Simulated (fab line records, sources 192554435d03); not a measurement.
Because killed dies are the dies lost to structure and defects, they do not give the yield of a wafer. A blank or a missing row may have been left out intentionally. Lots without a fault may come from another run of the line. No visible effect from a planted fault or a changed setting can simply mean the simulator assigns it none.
A struck lot beside a sound one | flow n5Finfet | 20 out of 1938 route steps
Sound: these wafers, L267.1, L267.2, L267.6. The struck wafers were L252.3, L252.4, L252.5. Last of all comes the cause.
Per side, at each step with rows, come the tool, then ch with its chambers, and then its first start. Under that, the readings that differ: sound wafers | struck wafers | difference of the means | sigmas: that difference in standard deviations of wafers without a fault.
alike: words and numbers the same on both sides, and readings whose means are apart by under 2 such deviations; not compared: readings that were withheld, readings missing a value for some wafer, numbers with overlapping values and no deviation given by the record, and bounds like >300 which may hide the same value.
Wherever a step has rows on one side only, a row that says differs or no value, or a row with sigmas, the two part there. Numbers that don't overlap but have no deviation are shown without sigmas and don't part them. A reading missing from all wafers of one side parts the sides only when that side holds two or more wafers.

first, 8 steps without rows for these wafers: N5_FIN_SAQP_STRIP_77 (strips in N2/H2, time 90 s); N5_FIN_SAQP_ETCH_64 (etches SiO2 in CF4, target depth 1.5 nm); N5_FIN_SAQP_FIN_ETCH_36 (etches the open film in HBr/Cl2/O2, target depth 120 nm, time 50.4 s); N5_FIN_SAQP_PRECLEAN_38 (cleans in O3/DIW, time 45 s); N5_FIN_SAQP_PRECLEAN_45 (cleans in dHF, time 10 s); N5_FIN_SAQP_SRD_39 (time 30 s); N5_FIN_CUT_COAT_18 (time 60 s, resist thk 230 nm); N5_FIN_CUT_COAT_19 (time 60 s, resist thk 20 nm).
N5_FIN_CUT_COAT_29: time 60 s, resist thk 10 nm.
  sound on lithoTrack-01 ch 0, day 7 03:37; struck on lithoTrack-01 ch 0, day 3 08:30
reading                                        | sound                | struck               | difference | sigmas
spinSpeedRpm (rpm)                             | 1500.7 1499.9 1500.2 | 1834.3 1834.7 1835.8 | +334.7     | +99 or more
model.underlayer_of_FIN_CUT_COAT_29.thkNm (nm) | 10 10 10             | 9 9 9                | -1         | 
  alike: plateTempC
then, 7 steps without rows for these wafers: N5_FIN_CUT_COAT_02 (resist thk 30 nm); N5_FIN_CUT_EBR_04; N5_FIN_CUT_SOFTBAKE_03 (time 60 s); N5_FIN_CUT_EXPOSE_05 (exposes mask FIN CUT); N5_FIN_CUT_PEB_06 (peb time 60 s); N5_FIN_CUT_DEVELOP_07 (develop time 30 s); N5_FIN_CUT_DESCUM_13 (chemistry O2, time 7 s).
N5_FIN_CUT_ETCH_30: etches underlayer in N2/H2, target depth 13 nm, time 10.4 s.
  sound on rieDiel-01 ch 1,2,3, day 7 04:04; struck on rieDiel-06 ch 1,2,3, day 3 09:04
reading                                     | sound             | struck           | difference | sigmas
etchRfOnTimeS (s)                           | 10.25 9.96 10.43  | 9.71 9.57 9.09   | -0.76      | -3
model.CAR-EUV_of_FIN_CUT_COAT_02.thkNm (nm) | 14.8 14.8 14.8    | 16 15.8 15.8     | +1         | 
model.etch.depthNm (nm)                     | 9.962 9.952 9.997 | 9.064 9.073 9.06 | -0.905     | 
  alike: biasW, drypumpMotorCurrentA, oesProductAu, rfVppV, showerheadPlenumPTorr, throttleValvePct
  not compared: rfHoursCounterH
N5_FIN_CUT_ETCH_20: etches SiARC in CF4, target depth 26 nm, time 43.3 s.
  sound on rieDiel-01 ch 1,2,3, day 7 04:05; struck on rieDiel-06 ch 1,2,3, day 3 09:05
reading                                        | sound       | struck      | difference | sigmas
model.underlayer_of_FIN_CUT_COAT_29.thkNm (nm) | 9.2 9.2 9.2 | 8.4 8.4 8.4 | -0.8       | 
  alike: biasW, drypumpMotorCurrentA, etchRfOnTimeS, oesProductAu, rfVppV, showerheadPlenumPTorr, throttleValvePct
  not compared: rfHoursCounterH
then, 1 step without rows for these wafers: N5_FIN_CUT_ETCH_21 (etches SOC in N2/H2, target depth 219 nm, overetch 43.8 nm, time 523.5 s).
-- the record jumps here: 6 days lie between the struck wafers' starts before and after (it left off in module FIN_CUT and takes up again in module BEOL_M4, whose first step shown is number 1111 of the route) --
N5_BEOL_M4_RC_MEAS_101:
  sound on prober-01 ch 0, day 13 01:22; struck on prober-01 ch 0, day 9 00:59
reading   | sound          | struck         | difference | sigmas
VT_P (mV) | -253 -253 -255 | -249 -248 -244 | +7         | +2
  alike: DIBL_N, DIBL_P, IOFF_N, IOFF_P, ION_N, ION_P, SS_N, SS_P, VT_N

## WHERE THEY PART
Earliest at N5_FIN_CUT_COAT_29; latest, in this record, at N5_BEOL_M4_RC_MEAS_101.

WHY: whatever the simulator had introduced
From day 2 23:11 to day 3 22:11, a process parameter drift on lithoTrack-01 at N5_FIN_CUT_COAT_29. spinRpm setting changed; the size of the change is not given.
